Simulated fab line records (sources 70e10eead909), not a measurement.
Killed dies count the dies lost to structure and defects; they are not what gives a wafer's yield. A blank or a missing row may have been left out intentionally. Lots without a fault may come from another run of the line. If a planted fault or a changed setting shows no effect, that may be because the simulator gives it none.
fab line records -- flow nand-harc
record lots=14, wafers=42, last-day=33
route steps=1302 shown P_M2@343 P_BONDPAD@365
lots that met no fault: taken from a fault-free run of the same line
start-h: hours from the record's opening day to when the first of the lot's shown wafers began -- wait-h: time in hours since the lot's previous step -- " same as the row above -- L1.1+2: several wafers, shown together as one row -- - no value present, or no start provided -- * or withheld: withheld -- < > ~ a bound
route shown NAME@n: a module of which the file shows steps, and the number in the route of the first -- usual: average and standard deviation across the fault-free wafers -- same: alike in all rows -- chamber/n: place in a boat -- sites: per-site readings -- _std_site: their standard deviation -- _edge_site: outer sites' mean less inner sites' -- radius-mm: for every site, how far away it sits from the centre of the wafer -- mask NAME#n: copy n -- behind: the most recent tool/chamber to have shaped the wafer -- hold: the reason the lot was held/the length of the hold in hours/how it ended -- device: the n, p or np transistor that did not switch -- end of line: the route-end tests of the same wafers -- step lacking rows: just its recipe -- killed: not the wafer's yield, but the dies lost to structure and defects at the first sort -- map: per-die view of a wafer (x killed, . not killed, _ where there is no die)
set.NAME: the setting as run; set.NAME@STEP: as run at that earlier step -- model.NAME: the simulator's own value behind a step, which no gauge read
the route's steps for a sample of lots (tables are steps, rows are wafers)
services: a tool's chamber out of use, with start hour (start-h, from the record's first day; less than 0 if before it), hours out, and reason
## steps
# step NHARC_P_M2_ANNEAL_31
# recipe temp-c=225, time-s=90
# usual wafer_temp_C_max=226.2/0.4
# same time-s=90
lot.wafer,tool,chamber,start-h,wait-h,wafer_temp_C_max
L353.3,rtp-anneal-01,0,140.71,0.3,226.9
L353.4,rtp-anneal-01,0,140.71,0.3,226.3
L353.5,rtp-anneal-01,0,140.71,0.3,225.9
L354.2,rtp-anneal-02,0,158.96,-,225.9
L354.3,rtp-anneal-02,0,158.96,-,225.8
L354.6,rtp-anneal-02,0,158.96,-,225.7
L355.2,rtp-anneal-01,0,168.18,0.3,226.7
L355.4,rtp-anneal-01,0,168.18,0.3,226.2
L355.5,rtp-anneal-01,0,168.18,0.3,226.7
L356.2,rtp-anneal-02,0,171.34,0.4,225.9
L356.4,rtp-anneal-02,0,171.34,0.4,225.7
L356.6,rtp-anneal-02,0,171.34,0.4,225.7
L360.1,rtp-anneal-02,0,214.89,-,226.2
L360.4,rtp-anneal-02,0,214.89,-,225.8
L360.5,rtp-anneal-02,0,214.89,-,225.9
L361.1,rtp-anneal-02,0,228.71,-,225.8
L361.2,rtp-anneal-02,0,228.71,-,225.7
L361.3,rtp-anneal-02,0,228.71,-,225.7
L367.1,rtp-anneal-02,0,288.17,0.3,226.0
L367.3,rtp-anneal-02,0,288.17,0.3,225.9
L367.4,rtp-anneal-02,0,288.17,0.3,226.1
L368.3,rtp-anneal-02,0,288.74,-,225.9
L368.5,rtp-anneal-02,0,288.74,-,225.6
L368.6,rtp-anneal-02,0,288.74,-,225.8
L369.1,rtp-anneal-01,0,305.12,0.3,226.4
L369.3,rtp-anneal-01,0,305.12,0.3,227.2
L369.4,rtp-anneal-01,0,305.12,0.3,226.4
L371.2,rtp-anneal-02,0,316.62,0.4,226.4
L371.5,rtp-anneal-02,0,316.62,0.4,226.2
L371.6,rtp-anneal-02,0,316.62,0.4,226.1
L372.3,rtp-anneal-01,0,330.20,0.3,226.3
L372.4,rtp-anneal-01,0,330.20,0.3,226.8
L372.6,rtp-anneal-01,0,330.20,0.3,226.7
L373.2,rtp-anneal-02,0,335.53,-,226.2
L373.4,rtp-anneal-02,0,335.53,-,226.2
L373.6,rtp-anneal-02,0,335.53,-,226.2
L374.3,rtp-anneal-01,0,352.51,0.3,226.5
L374.4,rtp-anneal-01,0,352.51,0.3,226.6
L374.6,rtp-anneal-01,0,352.51,0.3,226.8
L375.2,rtp-anneal-01,0,360.73,-,227.0
L375.3,rtp-anneal-01,0,360.73,-,226.6
L375.5,rtp-anneal-01,0,360.73,-,226.6
# step NHARC_P_BONDPAD_OVL_MEAS_38
# usual overlay-x-nm=0/5.8, overlay-y-nm=0/5.4
lot.wafer,tool,chamber,start-h,wait-h,overlay-x-nm,overlay-y-nm
L353.3,overlay-02,-,143.26,-,-3,-4
L353.4,overlay-02,-,143.26,-,-3,-4
L353.5,overlay-02,-,143.26,-,-3,-4
L354.2,overlay-02,-,161.45,-,-14,-4
L354.3,overlay-02,-,161.45,-,-13,-4
L354.6,overlay-02,-,161.45,-,-13,-3
L355.2,overlay-01,-,170.82,-,-2,-3
L355.4,overlay-01,-,170.82,-,-3,-2
L355.5,overlay-01,-,170.82,-,-3,-3
L356.2,overlay-01,-,173.85,-,0,7
L356.4,overlay-01,-,173.85,-,-1,6
L356.6,overlay-01,-,173.85,-,-1,7
L360.1,overlay-01,-,217.60,-,5,2
L360.4,overlay-01,-,217.60,-,5,2
L360.5,overlay-01,-,217.60,-,4,3
L361.1,overlay-01,-,231.30,-,-10,-3
L361.2,overlay-01,-,231.30,-,-11,-3
L361.3,overlay-01,-,231.30,-,-10,-3
L367.1,overlay-02,-,290.72,-,1,4
L367.3,overlay-02,-,290.72,-,1,4
L367.4,overlay-02,-,290.72,-,1,3
L368.3,overlay-01,-,291.29,-,-1,-6
L368.5,overlay-01,-,291.29,-,-1,-6
L368.6,overlay-01,-,291.29,-,-2,-6
L369.1,overlay-01,-,307.81,-,-7,11
L369.3,overlay-01,-,307.81,-,-7,11
L369.4,overlay-01,-,307.81,-,-7,11
L371.2,overlay-02,-,319.26,-,10,0
L371.5,overlay-02,-,319.26,-,10,0
L371.6,overlay-02,-,319.26,-,10,-1
L372.3,overlay-01,-,332.79,-,7,-5
L372.4,overlay-01,-,332.79,-,7,-5
L372.6,overlay-01,-,332.79,-,7,-5
L373.2,overlay-02,-,338.02,-,3,5
L373.4,overlay-02,-,338.02,-,2,5
L373.6,overlay-02,-,338.02,-,2,5
L374.3,overlay-02,-,355.09,-,-10,-8
L374.4,overlay-02,-,355.09,-,-10,-9
L374.6,overlay-02,-,355.09,-,-9,-9
L375.2,overlay-01,-,363.24,-,8,-2
L375.3,overlay-01,-,363.24,-,7,-2
L375.5,overlay-01,-,363.24,-,7,-3
# step NHARC_P_BONDPAD_ETCH_12
# recipe target-depth-a=2000, time-s=100, chf3-flow-sccm=50, o2-flow-sccm=10, ar-flow-sccm=200, rf-w=500, bias-w=200, chemistry=CHF3/O2
# usual bias-w=200.0/0.66, chamber-pressure-mTorr=25.001/0.023, drypump-motor-current-A=6.00/0.27, oes-product-au=0.941/0.02, rf-vpp-V=370.8/2.6, showerhead-plenum-p-Torr=2.41/0.12, throttle-valve-pct=20.572/0.0086, time-s=100/0
lot.wafer,tool,chamber,start-h,wait-h,bias-w,chamber-pressure-mTorr,drypump-motor-current-A,oes-product-au,rf-hours-counter-h,rf-vpp-V,showerhead-plenum-p-Torr,throttle-valve-pct,time-s
L353.3,rie-diel-01,0,143.58,-,199.4,24.973,5.95,0.928,2.4,374.4,2.59,20.577,100
L353.4,rie-diel-01,1,143.58,-,200.8,24.966,6.42,0.932,3.3,367.1,2.26,20.576,100
L353.5,rie-diel-01,3,143.58,-,200.5,24.987,6.05,0.929,-,369.9,2.35,20.572,100
L354.3,rie-diel-01,2,161.76,-,199.8,25.001,5.97,0.931,3.7,372.5,2.46,20.566,100
L354.2,rie-diel-01,3,161.76,-,200.8,24.945,6.06,0.925,3.4,369.2,2.35,20.575,100
L354.6,rie-diel-01,2,161.76,-,199.9,25.003,5.97,0.934,-,372.3,2.46,20.568,100
L355.4,rie-diel-01,3,171.12,-,199.8,24.971,6.07,0.955,3.6,370.0,2.35,20.574,100
L355.2,rie-diel-01,1,171.12,-,199.9,24.997,6.41,0.969,3.6,369.2,2.26,20.579,100
L355.5,rie-diel-01,3,171.12,-,200.1,24.987,6.04,0.958,-,369.9,2.35,20.574,100
L356.2,rie-diel-12,1,174.16,-,199.7,25.041,6.23,0.918,4.1,369.2,2.34,20.572,100
L356.4,rie-diel-12,2,174.16,-,199.9,24.992,6.20,0.923,3.3,373.3,2.49,20.557,100
L356.6,rie-diel-12,0,174.16,-,199.5,25.007,5.97,0.910,-,375.9,2.57,20.580,100
L360.1,rie-diel-12,1,217.91,-,-,-,-,-,-,-,-,-,-
L360.4,rie-diel-12,2,217.91,-,-,-,-,-,-,-,-,-,-
L360.5,rie-diel-12,0,217.91,-,-,-,-,-,-,-,-,-,-
L361.3,rie-diel-12,0,231.60,-,-,-,-,-,-,-,-,-,-
L361.2,rie-diel-12,1,231.60,-,-,-,-,-,-,-,-,-,-
L361.1,rie-diel-12,3,231.60,-,-,-,-,-,-,-,-,-,-
L367.4,rie-diel-01,2,291.02,-,199.8,25.020,5.96,0.922,2.6,372.2,2.46,20.558,100
L367.1,rie-diel-01,3,291.02,-,199.9,24.999,6.04,0.931,2.6,369.8,2.35,20.594,100
L367.3,rie-diel-01,0,291.02,-,199.8,25.035,5.92,0.922,2.4,373.9,2.59,20.573,100
L368.3,rie-diel-12,0,291.61,-,200.1,25.003,5.99,0.977,0.9,375.2,2.57,20.559,100
L368.6,rie-diel-12,2,291.61,-,200.0,24.985,6.21,0.962,-,370.9,2.48,20.576,100
L368.5,rie-diel-12,3,291.61,-,199.1,25.020,6.03,0.981,-,366.6,2.24,20.575,100
L369.4,rie-diel-10,0,308.12,-,201.1,25.028,5.38,0.936,3.7,371.5,2.46,20.580,100
L369.1,rie-diel-10,1,308.12,-,199.4,25.037,5.28,0.927,3.6,370.8,2.39,20.584,100
L369.3,rie-diel-10,2,308.12,-,200.8,24.985,5.51,0.936,3.6,367.4,2.31,20.559,100
L371.2,rie-diel-01,1,319.57,-,199.5,25.039,6.38,0.970,3.5,367.9,2.26,20.564,100
L371.5,rie-diel-01,3,319.57,-,200.6,24.975,6.05,0.962,-,369.7,2.35,20.559,100
L371.6,rie-diel-01,0,319.57,-,200.1,25.047,5.88,0.959,-,373.7,2.59,20.575,100
L372.3,rie-diel-12,1,333.10,-,201.9,25.006,6.20,0.923,3.5,369.1,2.33,20.568,100
L372.4,rie-diel-12,3,333.10,-,199.7,25.013,6.02,0.920,3.4,368.3,2.24,20.581,100
L372.6,rie-diel-12,0,333.10,-,199.8,24.951,5.97,0.929,-,372.1,2.57,20.572,100
L373.4,rie-diel-10,1,338.32,-,199.4,25.011,5.27,0.919,5.9,370.5,2.39,20.561,100
L373.2,rie-diel-10,2,338.32,-,199.8,24.974,5.48,0.927,5.9,369.0,2.31,20.582,100
L373.6,rie-diel-10,2,338.32,-,199.2,24.985,5.49,0.935,-,369.0,2.31,20.556,100
L374.3,rie-diel-01,3,355.40,-,199.9,24.986,6.07,0.950,4.0,369.5,2.35,20.579,100
L374.4,rie-diel-01,0,355.40,-,200.4,24.987,5.95,0.946,3.9,374.7,2.59,20.572,100
L374.6,rie-diel-01,2,355.40,-,198.0,25.028,5.97,0.969,-,371.7,2.46,20.566,100
L375.3,rie-diel-01,1,363.55,-,199.5,24.995,6.41,0.923,4.1,365.8,2.26,20.585,100
L375.2,rie-diel-01,3,363.55,-,201.0,24.958,6.07,0.925,4.1,370.3,2.35,20.583,100
L375.5,rie-diel-01,0,363.55,-,200.5,25.014,5.88,0.914,-,374.2,2.59,20.584,100
# step NHARC_P_BONDPAD_STRIP_15
# recipe o2-flow-sccm=500, ar-flow-sccm=0, bias-w=0, chemistry=O2
# usual drypump-motor-current-A=6.0/0.31, oes-product-au=0.998/0.0073, rf-vpp-V=57.8/0.89, showerhead-plenum-p-Torr=3.52/0.17, throttle-valve-pct=17.037/0.0091
lot.wafer,tool,chamber,start-h,wait-h,drypump-motor-current-A,oes-product-au,rf-hours-counter-h,rf-vpp-V,showerhead-plenum-p-Torr,throttle-valve-pct
L353.4,rie-diel-12,3,143.79,0.1,6.1,1.010,2.7,58.7,3.30,17.028
L353.3,rie-diel-12,1,143.79,0.1,6.2,1.001,2.8,56.8,3.44,17.046
L353.5,rie-diel-12,3,143.79,0.1,6.0,1.010,-,57.7,3.30,17.036
L354.2,rie-diel-12,2,161.97,0.1,6.2,0.999,2.9,58.2,3.65,17.011
L354.3,rie-diel-12,0,161.97,0.1,6.0,1.008,3.6,58.2,3.77,17.031
L354.6,rie-diel-12,3,161.97,0.1,6.0,1.004,-,57.7,3.30,17.026
L355.2,rie-diel-12,1,171.33,0.1,6.2,0.985,4.0,57.0,3.44,17.044
L355.4,rie-diel-12,3,171.33,0.1,6.0,1.000,3.8,57.4,3.30,17.031
L355.5,rie-diel-12,1,171.33,0.1,6.2,1.000,-,58.9,3.44,17.032
L356.4,rie-diel-01,1,174.36,0.1,6.4,1.013,3.7,58.0,3.33,17.029
L356.2,rie-diel-01,0,174.36,0.1,5.9,0.994,2.9,57.4,3.80,17.049
L356.6,rie-diel-01,2,174.36,0.1,6.0,0.996,-,57.1,3.61,17.044
L360.1,rie-diel-01,1,218.13,0.1,6.4,0.999,0.0,57.4,3.33,17.049
L360.4,rie-diel-01,3,218.13,0.1,6.0,1.011,0.1,57.1,3.45,17.048
L360.5,rie-diel-01,1,218.13,0.1,6.4,0.997,-,57.4,3.33,17.035
L361.3,rie-diel-01,2,231.81,0.1,6.0,0.996,0.2,59.1,3.61,17.039
L361.1,rie-diel-01,3,231.81,0.1,6.1,0.995,0.3,57.1,3.45,17.030
L361.2,rie-diel-01,1,231.81,0.1,6.4,1.010,0.2,57.2,3.33,17.038
L367.3,rie-diel-01,1,291.23,0.1,6.4,0.992,2.4,55.7,3.33,17.023
L367.1,rie-diel-01,2,291.23,0.1,6.0,1.002,2.6,56.9,3.61,17.051
L367.4,rie-diel-01,3,291.23,0.1,6.0,0.991,2.6,57.8,3.45,17.051
L368.3,rie-diel-01,2,291.82,0.1,6.0,0.988,2.7,58.1,3.61,17.037
L368.5,rie-diel-01,1,291.82,0.1,6.4,0.992,-,57.1,3.33,17.043
L368.6,rie-diel-01,2,291.82,0.1,6.0,0.992,-,58.2,3.61,17.051
L369.1,rie-diel-12,1,308.33,0.1,6.2,0.997,1.9,57.4,3.43,17.054
L369.3,rie-diel-12,3,308.33,0.1,6.1,1.003,1.7,58.6,3.30,17.046
L369.4,rie-diel-12,0,308.33,0.1,6.0,0.990,1.5,59.6,3.77,17.041
L371.2,rie-diel-10,2,319.81,0.1,5.5,0.996,4.8,56.9,3.39,17.041
L371.5,rie-diel-10,3,319.81,0.1,5.5,0.979,-,57.0,3.39,17.036
L371.6,rie-diel-10,0,319.81,0.1,5.4,1.003,-,56.4,3.61,17.016
L372.4,rie-diel-01,3,333.30,0.1,6.1,0.999,3.6,57.6,3.45,17.043
L372.3,rie-diel-01,2,333.30,0.1,5.9,1.002,3.7,56.7,3.61,17.049
L372.6,rie-diel-01,3,333.30,0.1,6.1,1.003,-,57.5,3.45,17.041
L373.2,rie-diel-01,1,338.53,0.1,6.4,1.002,3.6,56.8,3.33,17.033
L373.4,rie-diel-01,2,338.53,0.1,6.0,0.985,3.7,58.5,3.61,17.030
L373.6,rie-diel-01,1,338.53,0.1,6.4,1.000,-,58.4,3.33,17.038
L374.4,rie-diel-01,2,355.60,0.1,6.0,1.001,4.1,57.4,3.61,17.042
L374.3,rie-diel-01,1,355.60,0.1,6.4,0.999,4.0,57.9,3.33,17.033
L374.6,rie-diel-01,3,355.60,0.1,6.1,0.998,-,57.7,3.45,17.046
L375.3,rie-diel-12,1,363.77,0.1,6.2,0.989,5.1,57.1,3.43,17.013
L375.2,rie-diel-12,3,363.77,0.1,6.1,0.991,4.7,57.2,3.30,17.045
L375.5,rie-diel-12,0,363.77,0.1,6.0,0.999,-,58.6,3.77,17.027
## services
tool,chamber,start-h,hours,kind
rie-diel-01,0,133.95,-,clean
rie-diel-01,1,133.95,-,clean
rie-diel-01,2,133.95,-,clean
rie-diel-01,3,133.95,-,clean
rie-diel-01,1,153.58,5.4,repair
rie-diel-12,-,158.20,0.2,repair
rie-diel-01,0,158.45,-,clean
rie-diel-01,2,158.45,-,clean
rie-diel-01,3,158.45,-,clean
rie-diel-12,0,179.88,7.2,repair
rie-diel-01,0,182.95,-,clean
rie-diel-01,1,182.95,-,clean
rie-diel-01,2,182.95,-,clean
rie-diel-01,3,182.95,-,clean
rie-diel-01,-,198.60,1.7,repair
rie-diel-01,-,203.95,9.0,pm
rie-diel-01,0,203.95,9.0,vent-cycle
rie-diel-10,-,242.67,9.0,pm
rie-diel-12,2,262.49,7.4,repair
rie-diel-01,1,262.97,2.7,repair
rie-diel-10,2,265.30,3.0,repair
rie-diel-12,-,268.40,9.0,pm
rie-diel-10,-,327.78,0.4,repair
rie-diel-12,2,342.61,12.9,repair
## key
first-sign step=NHARC_P_BONDPAD_ETCH_12, reading=tool-record, direction=missing
effect none on later readings
met-at NHARC_P_BONDPAD_ETCH_12
struck-lots L360,L361
later-rows-left-out L360.1,L360.4,L360.5,L361.1,L361.2,L361.3
sort-left-out L360.1,L360.4,L360.5,L361.1,L361.2,L361.3
not-acting-at NHARC_P_M2_ANNEAL_31,NHARC_P_BONDPAD_OVL_MEAS_38,NHARC_P_BONDPAD_STRIP_15
onset-between 174.16 217.91
fault kind=skipped-step-whole, tool=rie-diel-12, chamber=-, onset-h=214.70, steps=NHARC_P_BONDPAD_ETCH_12, scope=struck-lots-only
# sort-left-out: the simulated sort isn't trusted on such a fault, so these wafers' sort isn't shown, and their yield isn't known
# later-rows-left-out: the simulator's readings of these wafers behind a module that went badly wrong aren't trusted and aren't shown, but for the sort
